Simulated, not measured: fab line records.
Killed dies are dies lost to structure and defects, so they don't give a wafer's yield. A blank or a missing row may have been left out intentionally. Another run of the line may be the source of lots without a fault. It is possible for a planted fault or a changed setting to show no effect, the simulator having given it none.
fab line records | flow n5_finfet
record lots=7 | wafers=39
route steps=1938 shown DUMMY_GATE@228 SD_EPI_N@275 SD_EPI_P@321 SD_ACTIVATION@330 GATE_CUT@466
start_h: the number of hours between the record's first day and the start of the first shown wafer of the lot | wait_h: how many hours have passed since the lot's step before this one | " repeats the value in the row above | L1.1+2: a single row standing in for several wafers | - no value, or no start given | * or withheld: withheld | < > ~ a bound
route shown NAME@n: NAME is a module with steps in the file, n the number in the route of the first one | usual: the fault-free wafers' mean and standard deviation | same: alike in all rows | chamber/n: place in a boat | sites: each site's reading | _std_site: standard deviation across them | _edge_site: inner sites' mean taken away from outer sites' mean | radius_mm: for every site, how far away it sits from the centre of the wafer | mask NAME#n: copy n | behind: the tool/chamber that last shaped the wafer | hold: reason for holding the lot/hours on hold/outcome of the hold | device: transistor that didn't switch, given as n, p or np | end of line: tests of these same wafers at the route's end | where a step has no rows: the recipe by itself | killed: dies that structure and defects cost at the first sort, which is not the same as the wafer's yield | map: the dies of a wafer, with x for killed, . for not killed, _ for no die there
set.NAME: the setting the step ran with; set.NAME@STEP: the setting that earlier step ran with | model.NAME: the simulator's own value behind a step, which no gauge read
lots whose settings were changed on purpose; a table a step, a row a wafer
## steps
# step N5_DUMMY_GATE_EXPOSE_12
# recipe mask_id=GATE | na=0.33 | source_shape=annular | sigma_inner=0.2 | sigma_outer=0.6 | polarization=unpolarized | target_cd_nm=25 | dose_mj=34
lot.wafer        | tool           | chamber | start_h | wait_h | mask   | set.dose_mj
L074.1+2+3+4+5+6 | euv_scanner-02 | 0       | 45.85   | -      | GATE#0 | 34
L081.1+2+3+4+5+6 | euv_scanner-02 | 0       | 87.74   | -      | GATE#0 | 34
L085.1+2+3       | euv_scanner-01 | 0       | 113.77  | -      | GATE#0 | 34
L085.4+5+6       | "              | 0       | "       | "      | GATE#0 | 35.9
L089.1+2+5       | euv_scanner-02 | 0       | 136.34  | -      | GATE#0 | 34
L089.3+4+6       | "              | 0       | "       | "      | GATE#0 | 32.43
L090.2+3+4       | euv_scanner-01 | 0       | 141.60  | -      | GATE#0 | 34
L094.1+3+5       | euv_scanner-01 | 0       | 165.71  | -      | GATE#0 | 32.29
L094.2+4+6       | "              | 0       | "       | "      | GATE#0 | 34
L095.1+4+5       | euv_scanner-02 | 0       | 171.86  | -      | GATE#0 | 34
L095.2+3+6       | "              | 0       | "       | "      | GATE#0 | 34.71
# step N5_DUMMY_GATE_PEB_13
# recipe peb_temp_c=100 | peb_time_s=60 | resist=CAR-EUV
# step N5_DUMMY_GATE_DEVELOP_14
# recipe develop_time_s=30 | developer=TMAH | resist=CAR-EUV | rinse_liquid=surfactant_rinse | dry=air_spin | dev_temp_c=23
# step N5_DUMMY_GATE_CD_MEAS_15
# recipe target_cd_nm=25.8 | landing_energy_ev=500 | detector=se_inlens
# usual cd_nm=24.90/0.22
lot.wafer | tool      | chamber | start_h | wait_h | set.dose_mj@DUMMY_GATE_EXPOSE_12 | cd_nm
L074.1    | cd_sem-02 | 0       | 45.98   | -      | 34                               | 24.90
L074.2    | "         | 0       | "       | "      | 34                               | 24.88
L074.3    | "         | 0       | "       | "      | 34                               | 24.99
L074.4    | "         | 0       | "       | "      | 34                               | 24.65
L074.5    | "         | 0       | "       | "      | 34                               | 25.04
L074.6    | "         | 0       | "       | "      | 34                               | 25.00
L081.1    | cd_sem-03 | 0       | 87.87   | -      | 34                               | 24.95
L081.2    | "         | 0       | "       | "      | 34                               | 24.67
L081.3    | "         | 0       | "       | "      | 34                               | 25.05
L081.4    | "         | 0       | "       | "      | 34                               | 25.25
L081.5    | "         | 0       | "       | "      | 34                               | 24.80
L081.6    | "         | 0       | "       | "      | 34                               | 24.64
L085.1    | cd_sem-03 | 0       | 113.89  | -      | 34                               | 24.99
L085.2    | "         | 0       | "       | "      | 34                               | 24.92
L085.3    | "         | 0       | "       | "      | 34                               | 24.67
L085.4    | "         | 0       | "       | "      | 35.9                             | 23.72
L085.5    | "         | 0       | "       | "      | 35.9                             | 23.99
L085.6    | "         | 0       | "       | "      | 35.9                             | 23.74
L089.1    | cd_sem-02 | 0       | 136.46  | -      | 34                               | 25.16
L089.2    | "         | 0       | "       | "      | 34                               | 24.91
L089.3    | "         | 0       | "       | "      | 32.43                            | 26.04
L089.4    | "         | 0       | "       | "      | 32.43                            | 26.13
L089.5    | "         | 0       | "       | "      | 34                               | 25.25
L089.6    | "         | 0       | "       | "      | 32.43                            | 25.86
L090.2    | cd_sem-01 | 0       | 141.73  | -      | 34                               | 24.68
L090.3    | "         | 0       | "       | "      | 34                               | 25.10
L090.4    | "         | 0       | "       | "      | 34                               | 24.92
L094.1    | cd_sem-01 | 0       | 165.84  | -      | 32.29                            | 25.72
L094.2    | "         | 0       | "       | "      | 34                               | 25.02
L094.3    | "         | 0       | "       | "      | 32.29                            | 25.65
L094.4    | "         | 0       | "       | "      | 34                               | 25.10
L094.5    | "         | 0       | "       | "      | 32.29                            | 25.75
L094.6    | "         | 0       | "       | "      | 34                               | 24.85
L095.1    | cd_sem-01 | 0       | 171.99  | -      | 34                               | 24.86
L095.2    | "         | 0       | "       | "      | 34.71                            | 24.50
L095.3    | "         | 0       | "       | "      | 34.71                            | 24.47
L095.4    | "         | 0       | "       | "      | 34                               | 24.99
L095.5    | "         | 0       | "       | "      | 34                               | 25.18
L095.6    | "         | 0       | "       | "      | 34.71                            | 24.49
# step N5_DUMMY_GATE_ETCH_32
# recipe chemistry=CF4 | target=SiO2 | target_depth_a=35 | time_s=3.9 | ion_energy_ev=350 | pressure_mtorr=10 | icp_w=800 | bias_w=400 | cf4_flow_sccm=80
lot.wafer | tool      | chamber | start_h | wait_h | set.time_s | model.etch.depth_nm
L074.1    | rie_si-02 | 0       | 47.03   | 0.1    | 3.9        | 3.424
L074.2    | "         | 2       | "       | "      | 4.321      | 4.059
L074.3    | "         | 1       | "       | "      | 3.9        | 3.493
L074.4    | "         | 3       | "       | "      | 4.321      | 3.664
L074.5    | "         | 2       | "       | "      | 3.9        | 3.688
L074.6    | "         | 3       | "       | "      | 4.321      | 3.68
L081.1    | rie_si-04 | 2       | 88.67   | 0.1    | 3.9        | 3.593
L081.2    | "         | 1       | "       | "      | 3.507      | 3.087
L081.3    | "         | 3       | "       | "      | 3.507      | 3.256
L081.4    | "         | 0       | "       | "      | 3.9        | 3.46
L081.5    | "         | 1       | "       | "      | 3.507      | 3.063
L081.6    | "         | 0       | "       | "      | 3.9        | 3.45
L085.1    | rie_si-02 | 0       | 114.69  | 0.1    | 3.9        | 3.437
L085.2    | "         | 2       | "       | "      | 3.9        | 3.654
L085.3    | "         | 1       | "       | "      | 3.9        | 3.508
L085.4    | "         | 3       | "       | "      | 3.9        | 3.335
L085.5    | "         | 1       | "       | "      | 3.9        | 3.475
L085.6    | "         | 0       | "       | "      | 3.9        | 3.417
L089.1    | rie_si-02 | 3       | 137.77  | 0.1    | 3.9        | 3.295
L089.2    | "         | 0       | "       | "      | 3.9        | 3.43
L089.3    | "         | 1       | "       | "      | 3.228      | 2.887
L089.4    | "         | 0       | "       | "      | 3.9        | 3.396
L089.5    | "         | 1       | "       | "      | 3.228      | 2.883
L089.6    | "         | 3       | "       | "      | 3.228      | 2.743
L090.2    | rie_si-02 | 0       | 142.52  | 0.1    | 3.9        | 3.382
L090.3    | "         | 2       | "       | "      | 3.9        | 3.613
L090.4    | "         | 1       | "       | "      | 3.9        | 3.452
L094.1    | rie_si-04 | 2       | 166.76  | 0.1    | 3.9        | 3.575
L094.2    | "         | 1       | "       | "      | 3.9        | 3.417
L094.3    | "         | 3       | "       | "      | 3.177      | 2.905
L094.4    | "         | 0       | "       | "      | 3.177      | 2.801
L094.5    | "         | 0       | "       | "      | 3.9        | 3.416
L094.6    | "         | 1       | "       | "      | 3.177      | 2.783
L095.1    | rie_si-02 | 0       | 172.80  | 0.1    | 3.9        | 3.412
L095.2    | "         | 2       | "       | "      | 3.9        | 3.664
L095.3    | "         | 1       | "       | "      | 3.59       | 3.169
L095.4    | "         | 3       | "       | "      | 3.59       | 3.032
L095.5    | "         | 3       | "       | "      | 3.59       | 3.016
L095.6    | "         | 0       | "       | "      | 3.9        | 3.422
# step N5_SD_EPI_N_ETCH_35
# recipe chemistry=N2/H2 | target=SOC | overetch_a=1080 | mask_material=SiARC | temp_c=40 | ion_energy_ev=100 | source_w=3000 | bias_w=133 | pressure_mtorr=20 | time_s=486 | n2_flow_sccm=200 | h2_flow_sccm=200
lot.wafer    | tool        | chamber | start_h | wait_h | set.time_s | model.SiARC_of_SD_EPI_N_COAT_33.thk_nm
L074.1       | rie_diel-05 | 1       | 48.82   | 0.0    | 486        | 19.2
L074.2+4     | "           | 0       | "       | "      | 486        | 18.8
L074.3+6     | "           | 3       | "       | "      | 486        | 19.6
L074.5       | "           | 1       | "       | "      | 486        | 19.4
L081.1       | rie_diel-05 | 2       | 90.63   | 0.0    | 486        | 19.8
L081.2       | "           | 0       | "       | "      | 486        | 18.8
L081.3+5+6   | "           | 1,0,1   | "       | "      | 486        | 19
L081.4       | "           | 3       | "       | "      | 486        | 19.4
L085.1+2+5+6 | rie_diel-05 | 2,3,2,3 | 116.56  | 0.0    | 486        | 19.8
L085.3       | "           | 1       | "       | "      | 486        | 19.2
L085.4       | "           | 0       | "       | "      | 486        | 19
L089.1       | rie_diel-04 | 1       | 139.62  | 0.0    | 486        | 19.2
L089.2       | "           | 2       | "       | "      | 486        | 20.4
L089.3       | "           | 3       | "       | "      | 486        | 20
L089.4       | "           | 1       | "       | "      | 599.8      | 15.8
L089.5       | "           | 2       | "       | "      | 599.8      | 17
L089.6       | "           | 3       | "       | "      | 599.8      | 16.6
L090.2       | rie_diel-05 | 0       | 145.04  | 0.0    | 486        | 19.2
L090.3       | "           | 1       | "       | "      | 486        | 19.6
L090.4       | "           | 0       | "       | "      | 486        | 19
L094.1       | rie_diel-05 | 3       | 168.97  | 0.0    | 442.7      | 20.6
L094.2+3     | "           | 1,0     | "       | "      | 486        | 19.4
L094.4       | "           | 2       | "       | "      | 442.7      | 21.2
L094.5       | "           | 2       | "       | "      | 442.7      | 21.4
L094.6       | "           | 3       | "       | "      | 486        | 19.2
L095.1       | rie_diel-04 | 1       | 174.73  | 0.0    | 448        | 20.6
L095.2       | "           | 0       | "       | "      | 448        | 21
L095.3+5     | "           | 3       | "       | "      | 486        | 20.2
L095.4       | "           | 0       | "       | "      | 448        | 21.2
L095.6       | "           | 1       | "       | "      | 486        | 19.4
# step N5_SD_EPI_N_LINER_46
# recipe material=SiNx | target_thk_a=30 | temp_c=400 | ald_precursor_family=SiH2I2 | ald_co_reactant=N2/H2-plasma | pressure_torr=2
lot.wafer        | tool       | chamber     | start_h | wait_h | set.target_thk_a | model.SiNx_of_SD_EPI_N_LINER_46.thk_nm
L074.1+2+3+4+5+6 | ald_sin-04 | 0,1,2,3,1,2 | 53.28   | 0.3    | 30               | 3
L081.1+3+4       | ald_sin-02 | 1,2,1       | 96.38   | 0.6    | 28.03            | 2.8
L081.2+5+6       | "          | 0,2,0       | "       | "      | 30               | 3
L085.1+2+4       | ald_sin-04 | 0,3,2       | 120.18  | 0.2    | 30               | 3
L085.3+5+6       | "          | 1,0,1       | "       | "      | 26.82            | 2.6
L089.1+2+5       | ald_sin-02 | 2,0,2       | 143.24  | 0.2    | 27.99            | 2.8
L089.3+4+6       | "          | 1,1,0       | "       | "      | 30               | 3
L090.2+3+4       | ald_sin-04 | 1,3,1       | 148.65  | 0.1    | 30               | 3
L094.1+2+3+4+5+6 | ald_sin-04 | 0,3,2,1,3,2 | 172.84  | 0.4    | 30               | 3
L095.1+5+6       | ald_sin-04 | 2,3,2       | 178.34  | 0.2    | 32.43            | 3.2
L095.2+3+4       | "          | 3,1,0       | "       | "      | 30               | 3
# step N5_SD_EPI_P_EPI_21
# recipe material=SiGe:B | dopant=B | temp_c=550 | pressure_torr=20 | ambient=H2 | time_s=355
lot.wafer | tool         | chamber | start_h | wait_h | set.epi_growth_time_s | model.SiGe-B_of_SD_EPI_P_EPI_21.thk_nm
L074.1    | epi_rpcvd-03 | 0       | 55.64   | 0.3    | 355                   | 61.4
L074.2+5  | "            | 0       | "       | "      | 326.9                 | 57.6
L074.3    | "            | 0       | "       | "      | 326.9                 | 57.8
L074.4+6  | "            | 0       | "       | "      | 355                   | 60.2
L081.1+4  | epi_rpcvd-01 | 0       | 98.34   | 0.1    | 386.7                 | 63.8
L081.2    | "            | 0       | "       | "      | 386.7                 | 64.2
L081.3    | "            | 0       | "       | "      | 355                   | 60.2
L081.5+6  | "            | 0       | "       | "      | 355                   | 59.8
L085.1    | epi_rpcvd-03 | 0       | 122.14  | 0.1    | 355                   | 61.8
L085.2    | "            | 0       | "       | "      | 355                   | 62
L085.3    | "            | 0       | "       | "      | 355                   | 62.4
L085.4    | "            | 0       | "       | "      | 355                   | 61.6
L085.5    | "            | 0       | "       | "      | 355                   | 62.2
L085.6    | "            | 0       | "       | "      | 355                   | 61
L089.1    | epi_rpcvd-01 | 0       | 145.32  | 0.1    | 339.7                 | 59
L089.2    | "            | 0       | "       | "      | 355                   | 61.8
L089.3+6  | "            | 0       | "       | "      | 355                   | 61.6
L089.4    | "            | 0       | "       | "      | 339.7                 | 60
L089.5    | "            | 0       | "       | "      | 339.7                 | 59.8
L090.2    | epi_rpcvd-04 | 0       | 151.10  | 0.5    | 355                   | 58.4
L090.3    | "            | 0       | "       | "      | 355                   | 58.8
L090.4    | "            | 0       | "       | "      | 355                   | 59.2
L094.1    | epi_rpcvd-03 | 0       | 175.20  | 0.2    | 342.3                 | 59
L094.2    | "            | 0       | "       | "      | 342.3                 | 59.8
L094.3    | "            | 0       | "       | "      | 355                   | 61
L094.4    | "            | 0       | "       | "      | 355                   | 60.6
L094.5    | "            | 0       | "       | "      | 355                   | 61.6
L094.6    | "            | 0       | "       | "      | 342.3                 | 59.4
L095.1    | epi_rpcvd-01 | 0       | 180.31  | 0.1    | 355                   | 61.2
L095.2    | "            | 0       | "       | "      | 355                   | 61.4
L095.3    | "            | 0       | "       | "      | 355                   | 62
L095.4    | "            | 0       | "       | "      | 355                   | 60.8
L095.5    | "            | 0       | "       | "      | 355                   | 61.8
L095.6    | "            | 0       | "       | "      | 355                   | 60.6
# step N5_SD_EPI_P_HM_STRIP_48
# recipe chemistry=H3PO4 | temp_c=160 | material=SiNx | target=SiNx | target_depth_a=30 | overetch_fraction=0.3
lot.wafer | tool         | chamber | start_h | wait_h | set.epi_growth_time_s@SD_EPI_P_EPI_21 | model.SiGe-B_of_SD_EPI_P_EPI_21.thk_nm
L074.1    | wet_bench-02 | 5       | 59.57   | 0.0    | 355                                   | 61.2
L074.2    | "            | 2       | "       | "      | 326.9                                 | 57.2
L074.3    | "            | 0       | "       | "      | 326.9                                 | 57.6
L074.4+6  | "            | 3,4     | "       | "      | 355                                   | 60
L074.5    | "            | 1       | "       | "      | 326.9                                 | 57.4
L081.1    | wet_bench-02 | 5       | 100.57  | 0.0    | 386.7                                 | 63.6
L081.2    | "            | 6       | "       | "      | 386.7                                 | 63.8
L081.3    | "            | 2       | "       | "      | 355                                   | 59.8
L081.4    | "            | 1       | "       | "      | 386.7                                 | 63.4
L081.5+6  | "            | 3,4     | "       | "      | 355                                   | 59.4
L085.1+2  | wet_bench-04 | 2,3     | 124.37  | 0.0    | 355                                   | 61.6
L085.3    | "            | 0       | "       | "      | 355                                   | 62.2
L085.4    | "            | 1       | "       | "      | 355                                   | 61.2
L085.5    | "            | 7       | "       | "      | 355                                   | 61.8
L085.6    | "            | 4       | "       | "      | 355                                   | 60.8
L089.1    | wet_bench-01 | 4       | 147.56  | 0.0    | 339.7                                 | 58.8
L089.2    | "            | 5       | "       | "      | 355                                   | 61.6
L089.3    | "            | 1       | "       | "      | 355                                   | 61.2
L089.4    | "            | 7       | "       | "      | 339.7                                 | 59.6
L089.5    | "            | 0       | "       | "      | 339.7                                 | 59.4
L089.6    | "            | 6       | "       | "      | 355                                   | 61.4
L090.2    | wet_bench-02 | 7       | 152.97  | 0.0    | 355                                   | 58.2
L090.3    | "            | 2       | "       | "      | 355                                   | 58.4
L090.4    | "            | 3       | "       | "      | 355                                   | 58.8
L094.1    | wet_bench-01 | 4       | 178.17  | 0.0    | 342.3                                 | 58.8
L094.2    | "            | 6       | "       | "      | 342.3                                 | 59.4
L094.3    | "            | 1       | "       | "      | 355                                   | 60.8
L094.4    | "            | 0       | "       | "      | 355                                   | 60.2
L094.5    | "            | 7       | "       | "      | 355                                   | 61.4
L094.6    | "            | 5       | "       | "      | 342.3                                 | 59.2
L095.1    | wet_bench-01 | 5       | 182.54  | 0.0    | 355                                   | 60.8
L095.2    | "            | 6       | "       | "      | 355                                   | 61
L095.3    | "            | 4       | "       | "      | 355                                   | 61.8
L095.4    | "            | 0       | "       | "      | 355                                   | 60.6
L095.5    | "            | 7       | "       | "      | 355                                   | 61.6
L095.6    | "            | 3       | "       | "      | 355                                   | 60.4
# step N5_SD_EPI_P_SRD_49
# recipe dry=ipa_marangoni | time_s=30 | temp_c=23 | rinse_liquid=diw
# step N5_SD_EPI_P_PRECLEAN_24
# recipe chemistry=O3/DIW | time_s=45 | temp_c=22 | o3_ppm=10
# step N5_SD_ACTIVATION_RTA_00
# recipe temp_c=975 | time_s=0 | ambient=N2 | idle_temp_c=600 | ramp_up_c_per_s=150 | ramp_down_c_per_s=60 | cool_to_c=600
# step N5_SD_ACTIVATION_LSA_01
# recipe temp_c=1080 | time_s=0.0008 | ambient=N2
# step N5_SD_ACTIVATION_RS_MEAS_03
# recipe thk_meas_gauge=four-point-probe
# usual RS_SD_N=21.92/0.28 | RS_SD_P=56.1/0.97
lot.wafer | tool          | chamber | start_h | wait_h | set.epi_growth_time_s@SD_EPI_P_EPI_21 | RS_SD_N[ohm/sq] | RS_SD_P[ohm/sq]
L074.1    | film_metro-01 | -       | 60.14   | 0.2    | 355                                   | 21.85           | 54.9
L074.2    | "             | -       | "       | "      | 326.9                                 | 21.54           | 57.8
L074.3    | "             | -       | "       | "      | 326.9                                 | 21.79           | 58.0
L074.4    | "             | -       | "       | "      | 355                                   | 21.74           | 56.0
L074.5    | "             | -       | "       | "      | 326.9                                 | 21.71           | 58.9
L074.6    | "             | -       | "       | "      | 355                                   | 21.76           | 56.2
L081.1    | film_metro-01 | -       | 101.15  | 0.2    | 386.7                                 | 21.92           | 53.7
L081.2    | "             | -       | "       | "      | 386.7                                 | 21.82           | 53.6
L081.3    | "             | -       | "       | "      | 355                                   | 21.73           | 56.7
L081.4    | "             | -       | "       | "      | 386.7                                 | 22.04           | 52.9
L081.5    | "             | -       | "       | "      | 355                                   | 21.96           | 57.1
L081.6    | "             | -       | "       | "      | 355                                   | 21.91           | 56.6
L085.1    | film_metro-02 | -       | 124.94  | 0.2    | 355                                   | 22.53           | 56.2
L085.2    | "             | -       | "       | "      | 355                                   | 22.55           | 56.0
L085.3    | "             | -       | "       | "      | 355                                   | 22.26           | 55.3
L085.4    | "             | -       | "       | "      | 355                                   | 22.20           | 56.1
L085.5    | "             | -       | "       | "      | 355                                   | 22.51           | 55.5
L085.6    | "             | -       | "       | "      | 355                                   | 22.13           | 56.6
L089.1    | film_metro-02 | -       | 148.20  | 0.2    | 339.7                                 | 22.11           | 58.2
L089.2    | "             | -       | "       | "      | 355                                   | 22.17           | 55.8
L089.3    | "             | -       | "       | "      | 355                                   | 22.27           | 56.0
L089.4    | "             | -       | "       | "      | 339.7                                 | 22.30           | 56.9
L089.5    | "             | -       | "       | "      | 339.7                                 | 22.45           | 57.7
L089.6    | "             | -       | "       | "      | 355                                   | 22.37           | 55.6
L090.2    | film_metro-02 | -       | 153.59  | 0.2    | 355                                   | 22.28           | 59.0
L090.3    | "             | -       | "       | "      | 355                                   | 22.12           | 58.7
L090.4    | "             | -       | "       | "      | 355                                   | 22.13           | 58.8
L094.1    | film_metro-02 | -       | 178.74  | 0.2    | 342.3                                 | 22.08           | 57.2
L094.2    | "             | -       | "       | "      | 342.3                                 | 22.17           | 56.3
L094.3    | "             | -       | "       | "      | 355                                   | 21.92           | 55.5
L094.4    | "             | -       | "       | "      | 355                                   | 22.27           | 56.4
L094.5    | "             | -       | "       | "      | 355                                   | 22.06           | 55.1
L094.6    | "             | -       | "       | "      | 342.3                                 | 22.00           | 56.6
L095.1    | film_metro-02 | -       | 183.11  | 0.2    | 355                                   | 21.78           | 56.0
L095.2    | "             | -       | "       | "      | 355                                   | 21.57           | 54.9
L095.3    | "             | -       | "       | "      | 355                                   | 21.84           | 54.9
L095.4    | "             | -       | "       | "      | 355                                   | 21.78           | 55.1
L095.5    | "             | -       | "       | "      | 355                                   | 21.99           | 54.6
L095.6    | "             | -       | "       | "      | 355                                   | 22.03           | 56.2
# step N5_GATE_CUT_ETCH_56
# recipe chemistry=Cl2/Ar | target=TiN | target_depth_a=216 | pressure_mtorr=10 | icp_w=600 | bias_w=60 | Cl2_flow_sccm=40 | Ar_flow_sccm=60
lot.wafer | tool         | chamber | start_h | wait_h | set.icp_w | model.etch.depth_nm
L074.1    | rie_metal-03 | 0       | 82.77   | 0.1    | 638.2     | 22.24
L074.2    | "            | 1       | "       | "      | 638.2     | 23
L074.3    | "            | 1       | "       | "      | 600       | 21.78
L074.4    | "            | 0       | "       | "      | 600       | 20.91
L074.5    | "            | 1       | "       | "      | 600       | 21.94
L074.6    | "            | 0       | "       | "      | 638.2     | 22.22
L081.1    | rie_metal-02 | 1       | 122.44  | 0.1    | 600       | 20.79
L081.2    | "            | 0       | "       | "      | 682.3     | 23.82
L081.3    | "            | 0       | "       | "      | 682.3     | 23.86
L081.4    | "            | 1       | "       | "      | 682.3     | 23.21
L081.5    | "            | 1       | "       | "      | 600       | 20.77
L081.6    | "            | 0       | "       | "      | 600       | 21.2
L085.1    | rie_metal-02 | 1       | 146.64  | 0.1    | 600       | 20.33
L085.2    | "            | 0       | "       | "      | 550.9     | 19.38
L085.3    | "            | 0       | "       | "      | 600       | 21.01
L085.4    | "            | 1       | "       | "      | 550.9     | 18.79
L085.5    | "            | 0       | "       | "      | 600       | 20.87
L085.6    | "            | 1       | "       | "      | 550.9     | 18.86
L089.1    | rie_metal-02 | 1       | 170.18  | 0.1    | 600       | 20.77
L089.2    | "            | 0       | "       | "      | 600       | 21.16
L089.3    | "            | 1       | "       | "      | 600       | 20.67
L089.4    | "            | 0       | "       | "      | 600       | 21.05
L089.5    | "            | 0       | "       | "      | 600       | 21.15
L089.6    | "            | 1       | "       | "      | 600       | 20.4
L090.2    | rie_metal-03 | 0       | 174.74  | 0.1    | 600       | 21.24
L090.3    | "            | 0       | "       | "      | 600       | 21.43
L090.4    | "            | 1       | "       | "      | 600       | 22.02
L094.1    | rie_metal-02 | 0       | 201.13  | 0.1    | 600       | 20.69
L094.2    | "            | 1       | "       | "      | 600       | 20.53
L094.3    | "            | 1       | "       | "      | 600       | 20.46
L094.4    | "            | 0       | "       | "      | 600       | 20.7
L094.5    | "            | 0       | "       | "      | 600       | 20.52
L094.6    | "            | 1       | "       | "      | 600       | 20.45
L095.1    | rie_metal-03 | 1       | 204.55  | 0.1    | 652.6     | 23.64
L095.2    | "            | 0       | "       | "      | 600       | 21.32
L095.3    | "            | 0       | "       | "      | 600       | 21.07
L095.4    | "            | 1       | "       | "      | 652.6     | 23.19
L095.5    | "            | 1       | "       | "      | 600       | 21.8
L095.6    | "            | 0       | "       | "      | 652.6     | 22.74
## key
split step=N5_DUMMY_GATE_EXPOSE_12 | setting=dose_mj | stated=34 | by=wafer
response step=N5_DUMMY_GATE_CD_MEAS_15 | reading=cd_nm | change=-0.178 | per=1% | r=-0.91
split step=N5_DUMMY_GATE_ETCH_32 | setting=time_s | stated=3.9 | by=wafer
response step=N5_DUMMY_GATE_ETCH_32 | reading=model.etch.depth_nm | change=+0.0337 | per=1% | r=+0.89
split step=N5_SD_EPI_N_ETCH_35 | setting=time_s | stated=486 | by=wafer
response step=N5_SD_EPI_N_ETCH_35 | reading=model.SiARC_of_SD_EPI_N_COAT_33.thk_nm | change=-0.149 | per=1% | r=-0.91
split step=N5_SD_EPI_N_LINER_46 | setting=target_thk_a | stated=30 | by=wafer
response step=N5_SD_EPI_N_LINER_46 | reading=model.SiNx_of_SD_EPI_N_LINER_46.thk_nm | change=+0.032 | per=1% | r=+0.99
split step=N5_SD_EPI_P_EPI_21 | setting=epi_growth_time_s | stated=355 | by=wafer
response step=N5_SD_EPI_P_EPI_21 | reading=model.SiGe-B_of_SD_EPI_P_EPI_21.thk_nm | change=+0.425 | per=1% | r=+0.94
response step=N5_SD_EPI_P_HM_STRIP_48 | reading=model.SiGe-B_of_SD_EPI_P_EPI_21.thk_nm | change=+0.433 | per=1% | r=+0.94
response step=N5_SD_ACTIVATION_RS_MEAS_03 | reading=RS_SD_P | change=-0.355 | per=1% | r=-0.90
split step=N5_GATE_CUT_ETCH_56 | setting=icp_w | stated=600 | by=wafer
response step=N5_GATE_CUT_ETCH_56 | reading=model.etch.depth_nm | change=+0.196 | per=1% | r=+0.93
